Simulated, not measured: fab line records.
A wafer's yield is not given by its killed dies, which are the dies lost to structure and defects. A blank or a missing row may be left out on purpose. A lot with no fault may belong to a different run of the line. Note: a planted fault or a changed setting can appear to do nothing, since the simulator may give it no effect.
The tool behind it: which one? | flow nand-harc | 24 lots with 72 wafers sampled at 6 steps, on a route of 1302 steps

## WHAT EACH GAUGE READ, for each wafer
NHARC_P_M1_THK_MEAS_24: measures by xrf. Usual: 158.1 nm for thk-nm, sd 1.4.
lot  | measured     | on            | thk-nm (nm)       | flag
L074 | day 6 04:29  | film-metro-02 | 157.6 157.1 155.1 |
L075 | day 6 17:44  | film-metro-02 | 157.9 158.2 160.9 |
L076 | day 7 04:15  | film-metro-01 | 158.2 159.9 157.7 |
L077 | day 7 16:59  | film-metro-01 | 158.0 159.9 157.7 |
L078 | day 7 21:47  | film-metro-01 | 158.4 156.9 155.9 |
L079 | day 8 10:10  | film-metro-01 | 159.6 159.4 160.7 |
L080 | day 8 19:03  | film-metro-01 | 157.8 157.3 157.2 |
L081 | day 9 06:29  | film-metro-01 | 156.9 156.0 158.4 |
L082 | day 9 18:24  | film-metro-01 | 158.4 160.1 157.4 |
L083 | day 9 22:04  | film-metro-02 | 159.6 157.7 158.7 |
L084 | day 10 16:16 | film-metro-02 | 158.5 158.8 158.2 |
L085 | day 10 22:02 | film-metro-01 | 157.7 158.7 159.7 |
L086 | day 11 13:09 | film-metro-01 | 156.6 160.7 158.9 |
L087 | day 11 14:20 | film-metro-01 | 158.8 158.3 160.4 |
L089 | day 12 18:41 | film-metro-01 | 158.1 156.8 158.1 |
L088 | day 12 19:52 | film-metro-01 | 156.6 158.1 158.3 |
L091 | day 13 14:10 | film-metro-01 | 156.9 158.1 158.2 |
L090 | day 13 14:49 | film-metro-01 | 156.8 156.7 158.4 |
L092 | day 14 06:55 | film-metro-02 | 159.1 158.7 158.6 |
L094 | day 14 17:56 | film-metro-02 | 156.1 157.0 157.8 |
L095 | day 14 18:53 | film-metro-02 | 157.6 156.8 158.0 |
L093 | day 15 00:01 | film-metro-02 | 157.2 159.2 159.0 |
L096 | day 15 09:28 | film-metro-02 | 155.2 159.7 155.3 |
L097 | day 15 20:34 | film-metro-01 | 157.0 156.9 157.5 |

NHARC_P_M2_OVL_MEAS_10: pitch 340 nm. Usual: overlay-x-nm 0.1 nm, standard deviation 0.92; overlay-y-nm 0.1 nm, standard deviation 0.6.
lot  | measured     | on         | overlay-x-nm (nm) | overlay-y-nm (nm) | flag
L074 | day 6 06:11  | overlay-01 | -1.7 -2.3 -2.1    | 1.1 1.2 1.6       |
L075 | day 6 19:13  | overlay-02 | 1.0 0.3 0.8       | 0.4 0.6 0.5       |
L076 | day 7 05:46  | overlay-02 | 0.6 0.4 1.0       | 0.3 0.1 0.4       |
L077 | day 7 18:37  | overlay-01 | -1.1 -1.4 -1.0    | 0.2 0.6 0.1       |
L078 | day 7 23:20  | overlay-01 | -0.6 -0.2 0.0     | -0.4 -0.8 -0.4    |
L079 | day 8 11:52  | overlay-02 | 0.0 0.6 0.0       | -0.2 -0.3 -0.3    |
L080 | day 8 20:51  | overlay-02 | -0.2 -0.1 -0.4    | -0.5 -0.5 -0.3    |
L081 | day 9 08:11  | overlay-01 | -0.9 -1.3 -1.1    | -0.2 0.9 0.6      |
L082 | day 9 20:04  | overlay-01 | 1.8 1.8 1.9       | 0.4 -0.4 -0.5     |
L083 | day 9 23:44  | overlay-02 | 0.4 0.3 0.2       | 0.5 0.3 0.6       |
L084 | day 10 18:02 | overlay-02 | 0.2 0.5 0.0       | 0.0 -0.1 0.3      |
L085 | day 10 23:41 | overlay-02 | 0.7 0.7 1.1       | -0.1 0.0 0.4      |
L086 | day 11 14:40 | overlay-02 | 0.3 0.9 0.6       | 1.5 1.3 0.6       |
L087 | day 11 15:58 | overlay-02 | 0.4 0.3 -0.1      | -0.3 -0.4 -0.3    |
L089 | day 12 20:19 | overlay-01 | 0.3 0.2 0.6       | 0.0 0.5 0.0       |
L088 | day 12 21:23 | overlay-01 | 0.4 0.6 0.1       | -0.4 -0.5 -0.3    |
L091 | day 13 15:46 | overlay-02 | 1.1 1.9 1.6       | -0.2 0.0 0.4      |
L090 | day 13 16:28 | overlay-02 | -1.5 -1.6 -1.2    | 0.9 1.2 0.2       |
L092 | day 14 08:32 | overlay-02 | 0.0 -0.5 0.8      | 0.7 0.6 0.2       |
L094 | day 14 19:26 | overlay-01 | 0.0 -0.8 -0.4     | -0.9 -0.2 -0.2    |
L095 | day 14 20:25 | overlay-02 | -0.6 -0.4 -0.1    | 0.5 -0.8 0.0      |
L093 | day 15 01:39 | overlay-01 | 1.2 1.7 1.1       | 0.6 0.6 0.1       |
L096 | day 15 10:58 | overlay-01 | 0.4 -0.5 -0.2     | 0.7 0.8 0.6       |
L097 | day 15 22:04 | overlay-02 | 0.9 0.9 0.7       | -0.6 -0.7 -0.5    |

NHARC_P_BONDPAD_THK_MEAS_20: measures by xrf. Usual: 161.0 nm for thk-nm, sd 1.5.
lot  | measured     | on            | thk-nm (nm)       | flag
L074 | day 6 14:01  | film-metro-01 | 160.6 161.6 160.8 |
L075 | day 7 02:31  | film-metro-01 | 162.0 158.7 163.3 |
L076 | day 7 13:13  | film-metro-02 | 160.4 161.5 162.2 |
L077 | day 8 01:43  | film-metro-02 | 160.3 158.8 159.2 |
L078 | day 8 06:44  | film-metro-01 | 162.2 162.4 164.2 |
L079 | day 8 18:51  | film-metro-02 | 158.3 158.3 160.7 |
L080 | day 9 04:21  | film-metro-02 | 160.7 161.5 163.1 |
L081 | day 9 15:18  | film-metro-02 | 162.9 161.6 163.5 |
L082 | day 10 03:05 | film-metro-02 | 162.6 160.2 161.3 |
L083 | day 10 06:52 | film-metro-01 | 160.9 161.7 158.7 |
L084 | day 11 01:06 | film-metro-01 | 164.4 160.3 158.2 |
L085 | day 11 07:11 | film-metro-01 | 159.7 158.2 162.1 |
L086 | day 11 21:44 | film-metro-01 | 160.7 161.7 161.9 |
L087 | day 11 22:53 | film-metro-01 | 161.1 159.9 160.2 |
L089 | day 13 03:45 | film-metro-01 | 163.4 159.6 163.5 |
L088 | day 13 04:52 | film-metro-01 | 162.2 162.0 161.4 |
L091 | day 13 23:05 | film-metro-01 | 161.5 161.4 160.2 |
L090 | day 13 23:59 | film-metro-01 | 161.5 161.9 162.2 |
L092 | day 14 15:41 | film-metro-01 | 159.5 162.1 160.5 |
L094 | day 15 02:33 | film-metro-01 | 160.5 162.0 159.6 |
L095 | day 15 03:21 | film-metro-01 | 159.9 161.9 161.2 |
L093 | day 15 08:38 | film-metro-02 | 161.4 161.8 161.4 |
L096 | day 15 17:59 | film-metro-01 | 157.5 159.9 158.3 |
L097 | day 16 04:58 | film-metro-02 | 163.5 161.4 162.0 |

NHARC_A_ZERO_WELL_CD_MEAS_10: target cd 2000 nm. Usual: 2000.0 nm for cd-nm, sd 1.5.
lot  | measured     | on        | cd-nm (nm)           | flag
L074 | day 6 15:52  | cd-sem-03 | 2001.4 1999.8 1999.6 |
L075 | day 7 03:55  | cd-sem-02 | 1998.8 2000.6 2000.4 |
L076 | day 7 14:54  | cd-sem-03 | 1998.2 1998.5 1998.9 |
L077 | day 8 03:13  | cd-sem-01 | 2001.8 2001.6 1999.2 |
L078 | day 8 08:15  | cd-sem-03 | 1999.9 1998.0 1998.2 |
L079 | day 8 20:29  | cd-sem-02 | 2000.6 1999.3 2000.7 |
L080 | day 9 05:55  | cd-sem-02 | 1998.6 1999.0 1998.8 |
L081 | day 9 16:55  | cd-sem-03 | 2000.8 2000.4 1999.4 |
L082 | day 10 04:47 | cd-sem-03 | 2002.1 2002.4 2000.8 |
L083 | day 10 08:37 | cd-sem-02 | 2001.0 2001.0 1999.2 |
L084 | day 11 02:37 | cd-sem-01 | 2000.4 1997.8 2001.0 |
L085 | day 11 08:44 | cd-sem-01 | 2001.4 2001.6 2000.5 |
L086 | day 11 23:08 | cd-sem-02 | 1999.6 2001.3 1999.6 |
L087 | day 12 00:26 | cd-sem-02 | 2001.5 2004.5 2001.8 |
L089 | day 13 05:17 | cd-sem-01 | 2000.0 1998.4 2000.3 |
L088 | day 13 06:24 | cd-sem-02 | 1999.1 2000.2 1998.2 |
L091 | day 14 00:37 | cd-sem-01 | 1999.8 2000.4 2000.2 |
L090 | day 14 01:31 | cd-sem-03 | 1999.9 2002.0 2001.7 |
L092 | day 14 17:14 | cd-sem-01 | 2001.9 1999.7 2002.8 |
L094 | day 15 04:04 | cd-sem-03 | 1998.0 1999.0 1999.5 |
L095 | day 15 04:46 | cd-sem-02 | 1997.0 1997.8 1999.2 |
L093 | day 15 10:10 | cd-sem-03 | 1999.1 1999.1 2001.2 |
L096 | day 15 19:23 | cd-sem-02 | 1997.8 1999.0 1999.8 |
L097 | day 16 06:30 | cd-sem-02 | 2001.9 2001.1 2000.6 |

## EACH LOT AND THE TOOL THAT RAN IT (in order: tool; ch and the chambers of the sampled wafers; start)
lot  | NHARC_P_M1_ANNEAL_31             | NHARC_P_M2_STRIP_18
L074 | rtp-anneal-01 ch 0, day 6 03:49  | rie-diel-03 ch 0,1,2, day 6 06:40
L075 | rtp-anneal-01 ch 0, day 6 17:07  | rie-diel-03 ch 0,1,2, day 6 19:47
L076 | rtp-anneal-02 ch 0, day 7 03:35  | rie-diel-08 ch 0,1,3, day 7 06:14
L077 | rtp-anneal-02 ch 0, day 7 16:20  | rie-diel-03 ch 0,1, day 7 19:05
L078 | rtp-anneal-01 ch 0, day 7 21:11  | rie-diel-03 ch 0,1,2, day 7 23:50
L079 | rtp-anneal-01 ch 0, day 8 09:34  | rie-diel-03 ch 1,2, day 8 12:20
L080 | rtp-anneal-02 ch 0, day 8 18:23  | rie-diel-03 ch 0,1, day 8 21:22
L081 | rtp-anneal-01 ch 0, day 9 05:50  | rie-diel-07 ch 0,1,2, day 9 08:40
L082 | rtp-anneal-01 ch 0, day 9 17:44  | rie-diel-03 ch 0,2,3, day 9 20:35
L083 | rtp-anneal-01 ch 0, day 9 21:28  | rie-diel-03 ch 0,1,3, day 10 00:16
L084 | rtp-anneal-01 ch 0, day 10 15:37 | rie-diel-08 ch 0,1,2, day 10 18:34
L085 | rtp-anneal-02 ch 0, day 10 21:26 | rie-diel-03 ch 0,1, day 11 00:10
L086 | rtp-anneal-02 ch 0, day 11 12:32 | rie-diel-03 ch 0,2,3, day 11 15:11
L087 | rtp-anneal-01 ch 0, day 11 13:43 | rie-diel-03 ch 1,2,3, day 11 16:26
L089 | rtp-anneal-02 ch 0, day 12 18:01 | rie-diel-07 ch 0,2, day 12 20:59
L088 | rtp-anneal-01 ch 0, day 12 19:18 | rie-diel-07 ch 0,2, day 12 22:04
L091 | rtp-anneal-01 ch 0, day 13 13:29 | rie-diel-08 ch 1,2,3, day 13 16:17
L090 | rtp-anneal-02 ch 0, day 13 14:19 | rie-diel-07 ch 0,2,3, day 13 17:02
L092 | rtp-anneal-02 ch 0, day 14 06:19 | rie-diel-08 ch 0,2, day 14 09:02
L094 | rtp-anneal-01 ch 0, day 14 17:19 | rie-diel-03 ch 0,2,3, day 14 19:59
L095 | rtp-anneal-02 ch 0, day 14 18:13 | rie-diel-03 ch 0,1,2, day 14 20:56
L093 | rtp-anneal-02 ch 0, day 14 23:20 | rie-diel-07 ch 0,2,3, day 15 02:12
L096 | rtp-anneal-01 ch 0, day 15 08:47 | rie-diel-07 ch 2,3, day 15 11:28
L097 | rtp-anneal-01 ch 0, day 15 19:54 | rie-diel-07 ch 2,3, day 15 22:34
- NHARC_P_M1_ANNEAL_31: time 90 s.
- NHARC_P_M2_STRIP_18: strips in N2/H2.

## WHAT THE TOOLS THEMSELVES READ (means of the sampled wafers that have a number; where no wafer has one, the mark that the record gives instead)
NHARC_P_M1_ANNEAL_31. Usual: 225.99 for wafer_temp_C_max, sd 0.26.
lot  | tool          | wafer_temp_C_max | flag
L074 | rtp-anneal-01 | 226.09           |
L075 | rtp-anneal-01 | 225.95           |
L076 | rtp-anneal-02 | 226.05           |
L077 | rtp-anneal-02 | 225.88           |
L078 | rtp-anneal-01 | 225.84           |
L079 | rtp-anneal-01 | 225.97           |
L080 | rtp-anneal-02 | 225.90           |
L081 | rtp-anneal-01 | 226.00           |
L082 | rtp-anneal-01 | 225.93           |
L083 | rtp-anneal-01 | 225.75           |
L084 | rtp-anneal-01 | 226.31           |
L085 | rtp-anneal-02 | 226.12           |
L086 | rtp-anneal-02 | 225.83           |
L087 | rtp-anneal-01 | 226.12           |
L089 | rtp-anneal-02 | 225.85           |
L088 | rtp-anneal-01 | 226.10           |
L091 | rtp-anneal-01 | 225.87           |
L090 | rtp-anneal-02 | 225.84           |
L092 | rtp-anneal-02 | 225.89           |
L094 | rtp-anneal-01 | 225.98           |
L095 | rtp-anneal-02 | 225.69           |
L093 | rtp-anneal-02 | 226.01           |
L096 | rtp-anneal-01 | 225.84           |
L097 | rtp-anneal-01 | 226.10           |

NHARC_P_M2_STRIP_18. Usual: drypump-motor-current-A 5.8 A, standard deviation 0.51; mfc-ar-sccm 0.014 sccm, standard deviation 0.014; oes-product-au 1.001 a.u., standard deviation 0.0067; rf-vpp-V 90.7 V, standard deviation 1; showerhead-plenum-p-Torr 2.02 Torr, standard deviation 0.11; throttle-valve-pct 14.171 %, standard deviation 0.01.
lot  | tool        | drypump-motor-current-A (A) | mfc-ar-sccm (sccm) | oes-product-au (a.u.) | rf-vpp-V (V) | showerhead-plenum-p-Torr (Torr) | throttle-valve-pct (%) | flag
L074 | rie-diel-03 | 5.9                         | 0.016              | 0.997                 | 91.2         | 2.03                            | 14.175                 |
L075 | rie-diel-03 | 5.9                         | 0.016              | 1.004                 | 90.1         | 2.03                            | 14.165                 |
L076 | rie-diel-08 | 5.5                         | 0.020              | 1.008                 | 90.6         | 2.06                            | 14.169                 |
L077 | rie-diel-03 | 5.6                         | 0.012              | 1.005                 | 89.8         | 1.93                            | 14.170                 |
L078 | rie-diel-03 | 5.9                         | 0.016              | 1.002                 | 90.6         | 2.03                            | 14.158                 |
L079 | rie-diel-03 | 5.9                         | 0.004              | 1.002                 | 90.7         | 2.00                            | 14.167                 |
L080 | rie-diel-03 | 5.5                         | 0.024              | 1.005                 | 90.0         | 1.95                            | 14.169                 |
L081 | rie-diel-07 | 5.8                         | 0.004              | 0.997                 | 90.6         | 1.98                            | 14.177                 |
L082 | rie-diel-03 | 5.8                         | 0.018              | 0.995                 | 91.1         | 2.05                            | 14.178                 |
L083 | rie-diel-03 | 5.4                         | 0.014              | 1.006                 | 90.3         | 1.95                            | 14.173                 |
L084 | rie-diel-08 | 5.6                         | 0.009              | 0.992                 | 90.6         | 2.06                            | 14.178                 |
L085 | rie-diel-03 | 5.5                         | 0.024              | 0.999                 | 89.9         | 1.95                            | 14.172                 |
L086 | rie-diel-03 | 5.8                         | 0.018              | 0.999                 | 90.8         | 2.05                            | 14.169                 |
L087 | rie-diel-03 | 5.8                         | 0.006              | 1.001                 | 90.9         | 2.02                            | 14.166                 |
L089 | rie-diel-07 | 5.7                         | 0.004              | 1.005                 | 90.9         | 1.99                            | 14.164                 |
L088 | rie-diel-07 | 5.7                         | 0.004              | 1.005                 | 90.8         | 1.99                            | 14.177                 |
L091 | rie-diel-08 | 6.0                         | 0.022              | 0.994                 | 91.3         | 2.16                            | 14.165                 |
L090 | rie-diel-07 | 5.9                         | 0.015              | 1.003                 | 90.9         | 2.03                            | 14.182                 |
L092 | rie-diel-08 | 5.6                         | 0.005              | 0.998                 | 91.0         | 2.10                            | 14.170                 |
L094 | rie-diel-03 | 5.8                         | 0.018              | 0.996                 | 90.5         | 2.05                            | 14.175                 |
L095 | rie-diel-03 | 5.9                         | 0.016              | 1.006                 | 91.4         | 2.02                            | 14.176                 |
L093 | rie-diel-07 | 5.9                         | 0.015              | 1.007                 | 90.6         | 2.03                            | 14.176                 |
L096 | rie-diel-07 | 5.8                         | 0.022              | 1.000                 | 91.2         | 2.05                            | 14.169                 |
L097 | rie-diel-07 | 5.6                         | 0.011              | 1.010                 | 90.6         | 2.01                            | 14.178                 |

## THE ANSWER, worked out from the rows above alone
Rule: take the mean of a lot's wafers that have a number; if it is more than 3 standard deviations from the usual mean, the lot is off. Also off: a lot with no number at a reading for which 4 or more lots have one. All remaining lots with rows at the step are treated as sound. The gauges are gone through in route order, then the tools' own readings, and for those a lot's mean is taken as printed above. The first step at which some lot is off is used, and at that step the reading that is off furthest; a lot without a number counts as furthest.
Nothing can be told from this: no lot is off at any reading shown.

## WHAT WAS PUT IN BY THE SIMULATOR
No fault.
